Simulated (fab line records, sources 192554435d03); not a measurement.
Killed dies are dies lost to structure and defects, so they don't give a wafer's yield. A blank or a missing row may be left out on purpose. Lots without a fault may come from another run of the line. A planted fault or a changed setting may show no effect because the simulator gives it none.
Chamber matching | flow n5_finfet | N5_BEOL_M8_DEP_56 on pecvd-04: 3 sister chambers
The step deposits SiCN from 3MS/NH3, target thk 10 nm, time 17.5 s. 3 wafers are shown with their chamber, then 10 later ones without.

WAFERS WITH THEIR CHAMBER
wafer  | chamber | throttle_valve_pct (%)
L089.3 | 2       | 9.3
L091.2 | 1       | 8.4
L091.3 | 0       | 9.2

WAFERS WITHOUT THEIR CHAMBER
wafer  | throttle_valve_pct (%)
L091.4 | 9.3
L092.2 | 8.7
L092.4 | 9.4
L092.5 | 8.6
L093.2 | 8.3
L093.3 | 9.3
L093.4 | 9.1
L096.2 | 9.6
L096.4 | 8.5
L096.6 | 9.3

WHICH CHAMBER EACH WENT THROUGH
wafer  | from the rows above          | in truth
L091.4 | can't be placed: 2 or 0      | 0
L092.2 | can't be placed: 1 or 0 or 2 | 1
L092.4 | can't be placed: 2 or 0      | 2
L092.5 | 1                            | 1
L093.2 | 1                            | 1
L093.3 | can't be placed: 2 or 0      | 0
L093.4 | can't be placed: 0 or 2      | 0
L096.2 | can't be placed: 2 or 0      | 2
L096.4 | 1                            | 1
L096.6 | can't be placed: 2 or 0      | 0
Placed correctly: 3 of 10. Can't be placed from these rows: 7 (the true chamber is among the candidates in 7). Placed wrongly: 0.
How it was worked out, from the rows above alone: a wafer's distance from a chamber is the root of the sum, over the readings, of the square of ((its reading less the chamber's mean) divided by the reading's scatter). The wafer belongs to the nearest chamber; if the next one is less than 2 further off, it can't be placed. A chamber's mean is the mean of its shown wafers. The scatter: with one shown wafer a chamber, the root of the mean of the squares of how far each hidden wafer lies from its nearest shown one.
